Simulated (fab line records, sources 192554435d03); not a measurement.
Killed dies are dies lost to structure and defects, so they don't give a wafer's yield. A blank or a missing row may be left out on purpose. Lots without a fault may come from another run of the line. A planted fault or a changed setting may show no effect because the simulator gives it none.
Split-lot experiment | flow n5_finfet | 7 lots, 21 wafers read, on a route of 1938 steps

THE SPLIT
At N5_GATE_CUT_COAT_07 (resist thk 30 nm), the setting spin_rpm was moved away from the recipe's 1500 rpm on 6 of the 21 wafers read, by -3.3% to +10.5%. The other wafers ran this setting at the recipe's value.

FROM THE SPLIT TO THE READING: what the file shows between them, 7 steps
- N5_GATE_CUT_EBR_09
- N5_GATE_CUT_SOFTBAKE_08: time 60 s
- N5_GATE_CUT_EXPOSE_10: exposes mask GATE CUT, target cd 20 nm
- N5_GATE_CUT_PEB_11: peb time 60 s
- N5_GATE_CUT_DEVELOP_12: develop time 30 s
- N5_GATE_CUT_DESCUM_18: chemistry O2, time 7 s (also split here: time_s)
- N5_GATE_CUT_ETCH_28: etches underlayer in N2/H2, target depth 13 nm, time 10.4 s

THE READING
CAR-EUV_of_GATE_CUT_COAT_07.thk_nm (the simulator's own value, which no gauge read), in nm, at N5_GATE_CUT_ETCH_36 (etches SiARC in CF4, target depth 13 nm, time 21.7 s). The file gives no usual value for it. The 15 wafers here that ran the recipe average 7.0 nm, standard deviation 0.18 nm.

wafer  | tool, chamber at the split | spin_rpm as run, rpm | against the recipe | CAR-EUV_of_GATE_CUT_COAT_07.thk_nm, nm | against lot-mates on the recipe
L076.1 | litho_track-01, 0          | 1500                 | recipe             | 7                                      | -
L076.3 | litho_track-01, 0          | 1500                 | recipe             | 7                                      | -
L076.4 | litho_track-01, 0          | 1500                 | recipe             | 7                                      | -
L086.2 | litho_track-01, 0          | 1500                 | recipe             | 7                                      | -
L086.3 | litho_track-01, 0          | 1500                 | recipe             | 7                                      | -
L086.4 | litho_track-01, 0          | 1500                 | recipe             | 7.6                                    | -
L087.1 | litho_track-03, 0          | 1631                 | +8.7%              | 5.8                                    | -1.0
L087.2 | litho_track-03, 0          | 1500                 | recipe             | 6.8                                    | -
L087.6 | litho_track-03, 0          | 1631                 | +8.7%              | 4.8                                    | -2.0
L089.1 | litho_track-03, 0          | 1500                 | recipe             | 7                                      | -
L089.4 | litho_track-03, 0          | 1500                 | recipe             | 7                                      | -
L089.5 | litho_track-03, 0          | 1500                 | recipe             | 7                                      | -
L090.2 | litho_track-04, 0          | 1500                 | recipe             | 7                                      | -
L090.4 | litho_track-04, 0          | 1647                 | +9.8%              | 5.8                                    | -1.2
L090.5 | litho_track-04, 0          | 1647                 | +9.8%              | 6.2                                    | -0.8
L092.2 | litho_track-04, 0          | 1451                 | -3.3%              | 7.6                                    | +0.5
L092.3 | litho_track-04, 0          | 1500                 | recipe             | 7                                      | -
L092.4 | litho_track-04, 0          | 1500                 | recipe             | 7.2                                    | -
L094.1 | litho_track-01, 0          | 1657                 | +10.5%             | 5.6                                    | -1.4
L094.5 | litho_track-01, 0          | 1500                 | recipe             | 7.2                                    | -
L094.6 | litho_track-01, 0          | 1500                 | recipe             | 6.8                                    | -

THE FIT
A straight line over all 21 wafers: CAR-EUV_of_GATE_CUT_COAT_07.thk_nm changes by -0.146 nm for each +1% of spin_rpm; r = -0.90; the points scatter about the line by 0.31 nm.
The same after taking each lot's own level away (the mean of its wafers on the recipe; 21 wafers): -0.134 nm for each +1%; r = -0.91; scatter 0.27 nm.
On that fit, the largest move of spin_rpm shifts the reading by 1.4 nm.
The lots' own levels span 6.80 to 7.20 nm, that is 2.2 times the standard deviation above.
So the lot-to-lot level changes the slope little: the two slopes agree.
Check: with one of the wafers moved furthest among these (+10.5%) left out of the fit, the line predicts -1.4 nm for it against its lot-mates. It came out at -1.4 nm against them.

OTHER SPLITS ON THESE WAFERS
These wafers also went through other splits before the reading. Each is held against what the fit with the lots' levels taken away leaves over:
other split on the same wafers | wafers away from the commonest value | r with CAR-EUV_of_GATE_CUT_COAT_07.thk_nm (lot level and that fit taken away)
N5_HKMG_FIN_EXPOSE_09 dose_mj  | 6                                    | -0.06
N5_GATE_CUT_DESCUM_18 time_s   | 5                                    | -0.91

THE WHOLE CHAIN: every reading that the file lists as answering this split, in the file's order
step                   | what it does                                                | reading                                                                             | change (the file's fit)                                                                 | r (the file's)
N5_GATE_CUT_COAT_07    | resist thk 30 nm                                            | CAR-EUV_of_GATE_CUT_COAT_07.thk_nm (the simulator's own value, which no gauge read) | -0.142 nm for each +1% of the setting                                                   | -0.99
N5_GATE_CUT_DEVELOP_12 | develop time 30 s                                           | CAR-EUV_of_GATE_CUT_COAT_07.thk_nm (the simulator's own value, which no gauge read) | -0.146 nm for each +1% of the setting                                                   | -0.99
N5_GATE_CUT_ETCH_36    | etches SiARC in CF4, target depth 13 nm, time 21.7 s        | CAR-EUV_of_GATE_CUT_COAT_07.thk_nm (the simulator's own value, which no gauge read) | -0.134 nm for each +1% of the setting                                                   | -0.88
N5_GATE_CUT_DESCUM_18  | chemistry O2, time 7 s                                      | CAR-EUV_of_GATE_CUT_COAT_07.thk_nm (the simulator's own value, which no gauge read) | -0.139 nm for each +1% of the setting, in a fit together with time_s@GATE_CUT_DESCUM_18 | 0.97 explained
N5_GATE_CUT_ETCH_28    | etches underlayer in N2/H2, target depth 13 nm, time 10.4 s | CAR-EUV_of_GATE_CUT_COAT_07.thk_nm (the simulator's own value, which no gauge read) | -0.14 nm for each +1% of the setting, in a fit together with time_s@GATE_CUT_DESCUM_18  | 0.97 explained

THE FILE'S OWN FIT
CAR-EUV_of_GATE_CUT_COAT_07.thk_nm changes by -0.134 nm for each +1% of spin_rpm, r = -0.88.
